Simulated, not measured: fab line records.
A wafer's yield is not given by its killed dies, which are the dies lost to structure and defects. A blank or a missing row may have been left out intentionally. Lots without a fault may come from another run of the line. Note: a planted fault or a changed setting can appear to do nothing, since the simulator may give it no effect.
Comparing a struck lot with a sound one / flow nandHarc / 24 out of 1302 route steps
Sound: these wafers, L507.1, L507.2, L507.4. Struck: wafer L509.4 (left out: L509.2, L509.6 of the same lot, which were not struck); the cause appears at the end.
Per side, at each step with rows, come the tool, then ch with its chambers, and then its first start. Under that, the readings that differ: sound wafers / struck wafers / difference of the means / sigmas: that difference in standard deviations of wafers without a fault.
alike: readings with means less than 2 such deviations apart, plus words and numbers identical on both sides. not compared: withheld readings, readings lacking a value on some wafer, bounds such as >300 that could conceal the same value, and numbers that have no deviation in the record and whose values overlap.
Wherever a step has rows on one side only, a row that says differs or no value, or a row with sigmas, the two part there. Numbers that have no deviation but don't overlap get no sigmas and don't part them. A reading missing from all wafers of one side parts the sides only when that side holds two or more wafers.

NHARC_P_M0_INSPECT_27:
  sound on defectInspect-02 at day 9 22:20; struck on defectInspect-02 at day 10 23:37
  alike: rawDefectCount
NHARC_P_M0_PRE_CLEAN_31: time 12 s.
  sound on pecvd-01 ch 0,2, day 9 22:25; struck on pecvd-01 ch 1, day 10 23:42
  alike: heaterPowerW
NHARC_P_M0_DEP_32: deposits SiCN, target thk 30 nm.
  sound on pecvd-01 ch 0,2, day 9 22:32; struck on pecvd-01 ch 1, day 10 23:47
  alike: heaterPowerW, showerheadVppV
then, 8 steps without rows for these wafers: NHARC_P_M1_DEP_00 (deposits SiOC, target thk 182.5 nm); NHARC_P_M1_DEHYDRATE_01 (time 120 s); NHARC_P_M1_HMDS_02 (time 30 s); NHARC_P_M1_COAT_34 (time 65 s); NHARC_P_M1_COAT_03 (resist thk 90 nm); NHARC_P_M1_SOFTBAKE_04 (time 55 s); NHARC_P_M1_EBR_05; NHARC_P_M1_EXPOSE_06 (exposes mask P M1, target cd 130 nm).
NHARC_P_M1_PEB_07: peb time 65 s.
  sound on lithoTrack-01 ch 0, day 9 23:31; struck on lithoTrack-01 ch 0, day 11 00:56
reading=heaterPowerTotalW (W); sound=157.1 156.8 156.7; struck=164.1; difference=+7.2; sigmas=+17
then, 1 step without rows for these wafers: NHARC_P_M1_DEVELOP_08 (develop time 35 s).
NHARC_P_M1_CD_MEAS_09: target cd 130 nm.
  sound on cdSem-02 ch 0, day 9 23:36; struck on cdSem-02 ch 0, day 11 01:01
reading=cdNm (nm); sound=129.8 129.8 129.5; struck=127.4; difference=-2.3; sigmas=-5
NHARC_P_M1_OVL_MEAS_10: pitch 260 nm.
  sound on overlay-01 at day 9 23:41; struck on overlay-02 at day 11 01:05
  alike: overlayXNm, overlayYNm
NHARC_P_M1_INSPECT_11:
  sound on defectInspect-02 at day 9 23:43; struck on defectInspect-02 at day 11 01:08
  alike: rawDefectCount
NHARC_P_M1_DESCUM_14: chemistry O2, time 3 s.
  sound on rieDiel-13 ch 0,1,2, day 9 23:47; struck on rieDiel-06 ch 0, day 11 01:13
reading=oesProductAu (a.u.); sound=0.986 0.988 0.997; struck=1.006; difference=+0.016; sigmas=+2
reading=rfHoursCounterH (h); sound=3 3 3; struck=6; difference=+3; sigmas=
reading=model.P_M1.cdNm (nm); sound=129.5 129.3 129.7; struck=127.6; difference=-1.9; sigmas=
  alike: drypumpMotorCurrentA, rfVppV, showerheadPlenumPTorr, throttleValvePct
NHARC_P_M1_ETCH_35: etches the open film in N2/H2, target depth 40 nm, overetch 12 nm, time 43.94 s.
  sound on rieDiel-13 ch 0,2,3, day 9 23:52; struck on rieDiel-06 ch 0, day 11 01:17
reading=drypumpMotorCurrentA (A); sound=5.4 6.3 5.8; struck=4.8; difference=-1.0; sigmas=-2
reading=oesProductAu (a.u.); sound=0.989 0.987 0.975; struck=1.001; difference=+0.017; sigmas=+3
reading=rfHoursCounterH (h); sound=3 3 2; struck=6; difference=+3; sigmas=
  alike: rfVppV, showerheadPlenumPTorr, throttleValvePct
NHARC_P_M1_ETCH_15: etches the open film in C4F8/Ar, target depth 182.5 nm, time 91.2 s.
  sound on rieDiel-13 ch 1,2,3; struck on rieDiel-06 ch 2
reading=oesProductAu (a.u.); sound=0.963 0.965 0.988; struck=0.929; difference=-0.043; sigmas=-2
reading=rfHoursCounterH (h); sound=3 3 2; struck=9; difference=+6; sigmas=
  alike: rfVppV
NHARC_P_M1_CD_MEAS_16:
  sound on cdSem-03 at day 10 00:05; struck on cdSem-02 at day 11 01:30
reading=cdNm (nm); sound=129.6 129.5 130.1; struck=127.7; difference=-2.0; sigmas=-3
NHARC_P_M1_STRIP_18: strips in N2/H2.
  sound on rieDiel-06 ch 0,2,3, day 10 00:10; struck on rieDiel-13 ch 1, day 11 01:35
  alike: drypumpMotorCurrentA, oesProductAu, rfVppV, showerheadPlenumPTorr, throttleValvePct
  not compared: rfHoursCounterH
NHARC_P_M1_ETCH_28: etches the open film in CF4/N2, target depth 30 nm, time 72.99 s.
  sound on rieDiel-06 ch 1,2,3; struck on rieDiel-13 ch 0
reading=rfHoursCounterH (h); sound=7 6 6; struck=4; difference=-2; sigmas=
reading=model.P_M1.cdNm (nm); sound=128.9 129.7 129.6; struck=127.5; difference=-1.9; sigmas=
  alike: drypumpMotorCurrentA, oesProductAu, rfVppV, showerheadPlenumPTorr, throttleValvePct
then, 1 step without rows for these wafers: NHARC_P_M1_STRIP_19 (strips in post etch residue remover, time 600 s).
-- the record jumps here: 19 days lie between the struck wafers' starts before and after (it left off in module P_M1 and takes up again in module END, whose first step shown is number 1302 of the route) --
NHARC_END_SORT_01:
  sound on prober-01 ch 0, day 28 08:08; struck on prober-01 ch 0, day 29 19:55
reading=killedAtPeriphery; sound=8 9 6; struck=1; difference=-7; sigmas=-2
  alike: defectLimitedYield, killedAtArray, killedAtOther, killedDies, killedOpen, killedShort, sort_bin_2_pct, sort_bin_3_pct, sort_bin_4_pct, sortNPass, sortRimYieldPct, sortYieldPct

== WHERE THEY PART ==
At NHARC_P_M1_PEB_07 first; at NHARC_END_SORT_01 last (within this record only).

WHY: the cause the simulator had injected
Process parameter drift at NHARC_P_M1_PEB_07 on lithoTrack-01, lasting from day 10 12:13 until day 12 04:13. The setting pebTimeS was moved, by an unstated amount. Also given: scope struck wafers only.
